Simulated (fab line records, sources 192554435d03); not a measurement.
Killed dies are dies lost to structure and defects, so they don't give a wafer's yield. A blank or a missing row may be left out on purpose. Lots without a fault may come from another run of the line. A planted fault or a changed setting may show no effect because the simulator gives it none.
Split-lot experiment | flow n5_finfet | 7 lots, 39 wafers read, on a route of 1938 steps

THE SPLIT
At N5_BEOL_M11_ILD_DEP_00 (deposits SiCOH lowk from DEMS/porogen, target thk 308.51 nm, time 58 s), the setting target_thk_a was moved away from the recipe's 3085.1 angstrom on 6 of the 39 wafers read, by -49.0% to +59.2%. The other wafers ran this setting at the recipe's value.

FROM THE SPLIT TO THE READING: what the file shows between them, 1 step
- N5_BEOL_M11_CURE_71: cures SiCOH lowk, time 240 s

THE READING
M11_ILD_THK, in nm, at N5_BEOL_M11_THK_MEAS_01. Fault-free wafers of this fab line usually give 268 nm, standard deviation 3.4 nm.

wafer  | tool, chamber at the split | target_thk_a as run, angstrom | against the recipe | M11_ILD_THK, nm | against lot-mates on the recipe
L075.1 | pecvd-03, 2                | 3085.1                        | recipe             | 266             | -
L075.2 | pecvd-03, 0                | 3085.1                        | recipe             | 267             | -
L075.3 | pecvd-03, 2                | 3085.1                        | recipe             | 274             | -
L075.4 | pecvd-03, 0                | 3085.1                        | recipe             | 273             | -
L075.5 | pecvd-03, 0                | 3085.1                        | recipe             | 272             | -
L075.6 | pecvd-03, 2                | 3085.1                        | recipe             | 270             | -
L078.1 | pecvd-01, 2                | 1574                          | -49.0%             | 136             | -132
L078.2 | pecvd-01, 1                | 3085.1                        | recipe             | 264             | -
L078.3 | pecvd-01, 0                | 1574                          | -49.0%             | 134             | -134
L078.4 | pecvd-01, 1                | 3085.1                        | recipe             | 269             | -
L078.5 | pecvd-01, 0                | 1574                          | -49.0%             | 136             | -132
L078.6 | pecvd-01, 2                | 3085.1                        | recipe             | 272             | -
L082.1 | pecvd-03, 0                | 3085.1                        | recipe             | 266             | -
L082.2 | pecvd-03, 2                | 3085.1                        | recipe             | 263             | -
L082.3 | pecvd-03, 1                | 3085.1                        | recipe             | 261             | -
L082.4 | pecvd-03, 2                | 3085.1                        | recipe             | 266             | -
L082.5 | pecvd-03, 1                | 3085.1                        | recipe             | 262             | -
L082.6 | pecvd-03, 0                | 3085.1                        | recipe             | 270             | -
L085.1 | pecvd-01, 0                | 3085.1                        | recipe             | 265             | -
L085.2 | pecvd-01, 2                | 4911                          | +59.2%             | 432             | +165
L085.3 | pecvd-01, 1                | 3085.1                        | recipe             | 267             | -
L085.4 | pecvd-01, 0                | 3085.1                        | recipe             | 269             | -
L085.5 | pecvd-01, 1                | 4911                          | +59.2%             | 434             | +167
L085.6 | pecvd-01, 2                | 4911                          | +59.2%             | 438             | +171
L091.1 | pecvd-03, 0                | 3085.1                        | recipe             | 265             | -
L091.2 | pecvd-03, 1                | 3085.1                        | recipe             | 266             | -
L091.3 | pecvd-03, 2                | 3085.1                        | recipe             | 268             | -
L091.4 | pecvd-03, 2                | 3085.1                        | recipe             | 270             | -
L091.5 | pecvd-03, 1                | 3085.1                        | recipe             | 269             | -
L091.6 | pecvd-03, 0                | 3085.1                        | recipe             | 271             | -
L088.1 | pecvd-01, 1                | 3085.1                        | recipe             | 262             | -
L088.2 | pecvd-01, 2                | 3085.1                        | recipe             | 266             | -
L088.4 | pecvd-01, 0                | 3085.1                        | recipe             | 271             | -
L097.1 | pecvd-02, 0                | 3085.1                        | recipe             | 262             | -
L097.2 | pecvd-02, 2                | 3085.1                        | recipe             | 267             | -
L097.3 | pecvd-02, 1                | 3085.1                        | recipe             | 264             | -
L097.4 | pecvd-02, 2                | 3085.1                        | recipe             | 270             | -
L097.5 | pecvd-02, 1                | 3085.1                        | recipe             | 268             | -
L097.6 | pecvd-02, 0                | 3085.1                        | recipe             | 264             | -

THE FIT
A straight line over all 39 wafers: M11_ILD_THK changes by +2.77 nm for each +1% of target_thk_a; r = +1.00; the points scatter about the line by 3.6 nm.
The same after taking each lot's own level away (the mean of its wafers on the recipe; 39 wafers): +2.78 nm for each +1%; r = +1.00; scatter 3 nm.
On that fit, the largest move of target_thk_a shifts the reading by 1.6e+02 nm.
The lots' own levels span 264.7 to 270.3 nm, that is 1.7 times the standard deviation above.
So the lot-to-lot level changes the slope little: the two slopes agree.
Check: with one of the wafers moved furthest among these (+59.2%) left out of the fit, the line predicts +165 nm for it against its lot-mates. It came out at +165 nm against them.

THE WHOLE CHAIN: every reading that the file lists as answering this split, in the file's order
step                    | what it does                                                           | reading                                                                                   | change (the file's fit)              | r (the file's)
N5_BEOL_M11_ILD_DEP_00  | deposits SiCOH lowk from DEMS/porogen, target thk 308.51 nm, time 58 s | SiCOH_lowk_of_BEOL_M11_ILD_DEP_00.thk_nm (the simulator's own value, which no gauge read) | +3.14 nm for each +1% of the setting | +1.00
N5_BEOL_M11_CURE_71     | cures SiCOH lowk, time 240 s                                           | SiCOH_lowk_of_BEOL_M11_ILD_DEP_00.thk_nm (the simulator's own value, which no gauge read) | +2.78 nm for each +1% of the setting | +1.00
N5_BEOL_M11_THK_MEAS_01 |                                                                        | M11_ILD_THK                                                                               | +2.78 for each +1% of the setting    | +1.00

THE FILE'S OWN FIT
M11_ILD_THK changes by +2.78 nm for each +1% of target_thk_a, r = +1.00.
